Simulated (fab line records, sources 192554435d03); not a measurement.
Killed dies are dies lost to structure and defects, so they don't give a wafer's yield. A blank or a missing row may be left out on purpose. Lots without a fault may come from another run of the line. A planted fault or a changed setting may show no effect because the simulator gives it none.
A struck lot beside a sound one | flow n5_finfet | 37 steps out of a route of 1938
Sound: wafers L157.2, L157.4, L157.6. Struck: wafers L163.1, L163.4, L163.5. The cause comes at the end.
At each step with rows: each side's tool, then ch and its chambers, then its first start. Under that, the readings that differ: sound wafers | struck wafers | difference of the means | sigmas: that difference in standard deviations of wafers without a fault.
alike: readings whose means differ by less than 2 such deviations, and words and numbers that are the same on both sides. not compared: withheld readings, readings that some wafer has no value for, bounds like >300 that may hide the same value, and numbers for which the record gives no deviation and whose values overlap.
The two part at a step that has a row with sigmas, a row that says differs or no value, or rows on one side only. Numbers that don't overlap but have no deviation are shown without sigmas and don't part them. A reading that every wafer of one side lacks parts them only if that side has two wafers or more.

first, 9 steps without rows for these wafers: N5_BEOL_M4_ANNEAL_95 (time 240 s); N5_BEOL_M4_SPUTTER_96 (material Cu, target thk 4.5 nm, time 8.29 s); N5_BEOL_M4_ECD_50 (material Cu, target thk 300 nm); N5_BEOL_M4_ANNEAL_51 (time 90 s); N5_BEOL_M4_CMP_52 (polishes, stops on SiOC, t overpolish 6.8 s, target thk 40 nm); N5_BEOL_M4_PRE_CLEAN_60 (time 15 s); N5_BEOL_M4_CO_CAP_55 (material Co, precursor CCTBA/H2, target thk 2 nm, time 102.1 s); N5_BEOL_M4_PRE_CLEAN_56 (time 15 s); N5_BEOL_M4_DEP_57 (deposits SiCN from 3MS/NH3, target thk 8 nm, time 14 s).
N5_BEOL_M4_RC_MEAS_101:
  sound on prober-01 ch 0, day 8 01:58; struck on prober-02 ch 0, day 9 16:07
  reading       | sound          | struck         | difference | sigmas
  SS_P (mV/dec) | 72.1 72.1 71.9 | 73.1 73.3 73.9 | +1.4       | +2
  alike: DIBL_N, DIBL_P, IOFF_N, IOFF_P, ION_N, ION_P, SS_N, VT_N, VT_P
then, 24 steps without rows for these wafers: N5_BEOL_M5_ILD_DEP_00 (deposits SiCOH lowk from DEMS/porogen, target thk 140.64 nm, time 25.9 s); N5_BEOL_M5_CURE_79 (cures SiCOH lowk, time 240 s); N5_BEOL_M5_PECVD_70 (deposits SiO2 from TEOS/O2, target thk 16 nm, time 18 s); N5_BEOL_M5_HM_DEP_02 (deposits TiN, target thk 20 nm); N5_BEOL_M5_COAT_59 (time 60 s, resist thk 60 nm); N5_BEOL_M5_COAT_60 (time 60 s, resist thk 12 nm); N5_BEOL_M5_COAT_71 (time 60 s, resist thk 5 nm); N5_BEOL_M5_COAT_05 (resist thk 30 nm); N5_BEOL_M5_EBR_07; N5_BEOL_M5_SOFTBAKE_06 (time 60 s); N5_BEOL_M5_EXPOSE_08 (exposes mask M5, target cd 28 nm); N5_BEOL_M5_PEB_09 (peb time 60 s); N5_BEOL_M5_DEVELOP_10 (develop time 30 s); N5_BEOL_M5_DESCUM_16 (chemistry O2, time 7 s); N5_BEOL_M5_ETCH_72 (etches underlayer in N2/H2, target depth 6.5 nm, time 5.2 s); N5_BEOL_M5_ETCH_61 (etches SiARC in CF4, target depth 15.6 nm, time 26 s); N5_BEOL_M5_ETCH_62 (etches SOC in N2/H2, target depth 75 nm, overetch 15 nm, time 112.5 s); N5_BEOL_M5_STRIP_63 (strips in N2/H2); N5_BEOL_M5_STRIP_73 (strips in N2/H2); N5_BEOL_M5_STRIP_64 (strips in CF4); N5_BEOL_M5_HM_OPEN_17 (chemistry Cl2/BCl3, target TiN, target depth 20 nm, overetch 6 nm); N5_BEOL_M5_STRIP_19 (strips in O2); N5_BEOL_M5_COAT_65 (time 60 s, resist thk 60 nm); N5_BEOL_M5_COAT_66 (time 60 s, resist thk 12 nm).
N5_BEOL_M6_ECD_50: material Cu, target thk 300 nm.
  sound on ecd_cu-01 ch 1, day 8 21:20; struck on ecd_cu-01 ch 0,1, day 10 12:40
N5_BEOL_M6_CMP_52: polishes, stops on SiCOH lowk, t overpolish 6.9 s, target thk 80 nm.
  sound on cmp-03 ch 1,3, day 8 21:46; struck on cmp-04 ch 1,3, day 10 13:10
  reading                | sound          | struck      | difference | sigmas
  time_to_endpoint_s (s) | 60.8 58.2 59.9 | 2.3 0.3 0.0 | -58.8      | -21
  alike: motor_current_A, slurry_flow_ml_min
-- the record jumps here: 3 days lie between the struck wafers' starts before and after (it left off in module BEOL_M6 and takes up again in module PASSIVATION, whose first step shown is number 1936 of the route) --
N5_PASSIVATION_PROBE_49:
  the record has rows for the struck wafers here (prober-02, day 13 17:17) and none for the sound ones

WHERE THEY PART
First at N5_BEOL_M4_RC_MEAS_101; last, within this record, at N5_PASSIVATION_PROBE_49.

WHY: what the simulator had put in
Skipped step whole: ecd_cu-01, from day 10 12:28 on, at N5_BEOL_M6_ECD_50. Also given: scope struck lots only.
